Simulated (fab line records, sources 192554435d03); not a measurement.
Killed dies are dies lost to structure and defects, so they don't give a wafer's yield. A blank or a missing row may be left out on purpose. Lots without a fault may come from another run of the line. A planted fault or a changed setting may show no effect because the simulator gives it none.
One fault seen from 2 desks | flow n5_finfet | each desk has only its own numbers; what lay behind them comes last

THE METROLOGY DESK
What the gauges read, lot by lot, whatever tool the lot ran on: means of the sampled wafers that have a number. A lot is out of limits, marked OUT, if its mean lies more than 4 standard deviations from the usual mean; the brackets give that distance.
Columns: A = thk_nm at N5_SD_EPI_N_EPI_MEAS_23, usual 58.7 nm; B = cd_nm at N5_SD_EPI_P_CD_MEAS_09, usual 240.2 nm
lot  | first seen here | A               | B
L970 | day 3 11:42     | 59.2            | 239.8
L971 | day 3 14:29     | 60.2            | 238.9
L972 | day 3 22:13     | 59.6            | 240.4
L973 | day 3 23:50     | 58.7            | 239.5
L978 | day 5 04:34     | 58.4            | 239.9
L980 | day 5 16:27     | 64.4 (+4.4) OUT | 240.0
L987 | day 7 12:41     | 58.3            | 240.9
L990 | day 8 05:11     | 57.8            | 240.3
L991 | day 8 10:45     | 59.5            | 240.8
L992 | day 8 16:38     | 57.3            | 239.5
L993 | day 8 22:50     | 57.5            | 239.9
This desk's finding: out of limits on L980; first on L980, day 5 16:27 (thk_nm at N5_SD_EPI_N_EPI_MEAS_23). In limits: L970, L971, L972, L973, L978, L987, L990, L991, L992, L993.

THE TOOL OWNER'S DESK: epi_rpcvd-02
The tool's own readings at N5_SD_EPI_N_EPI_21 (deposits Si:P, time 690 s): means of the sampled wafers that have a number, for each lot that ran on this tool. A lot is out of limits, marked OUT, if its mean lies more than 4 standard deviations from the usual mean; the brackets give that distance.
Columns: A = lamp_inner_pct at N5_SD_EPI_N_EPI_21, usual 16.2 %; B = susceptor_temp_C at N5_SD_EPI_N_EPI_21, usual 680.0 C
lot  | first seen here | A    | B
L970 | day 3 09:58     | 17.9 | 680.3
L972 | day 3 20:47     | 17.7 | 680.0
L980 | day 5 14:33     | 17.8 | 680.4
L990 | day 8 02:55     | 17.8 | 679.7
L991 | day 8 08:50     | 17.8 | 679.7
L992 | day 8 14:43     | 17.8 | 680.5
L993 | day 8 21:19     | 17.7 | 680.1
This desk's finding: nothing out of limits on any of the 7 lots.

PUT TOGETHER
The metrology desk could have raised an alarm at day 5 16:27, on L980.
The tool owner's desk saw nothing out of limits.
The tool owner's desk has L980 on record, within its limits.
Of the lots named, all ran N5_SD_EPI_N_EPI_21 on epi_rpcvd-02.

WHAT THE SIMULATOR HAD PUT IN
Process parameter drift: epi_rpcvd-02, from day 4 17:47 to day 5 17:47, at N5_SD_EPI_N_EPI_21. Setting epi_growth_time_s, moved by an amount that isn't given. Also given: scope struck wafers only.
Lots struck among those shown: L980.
Hours from the fault's start to each desk's first reading out of limits: the metrology desk, 23.
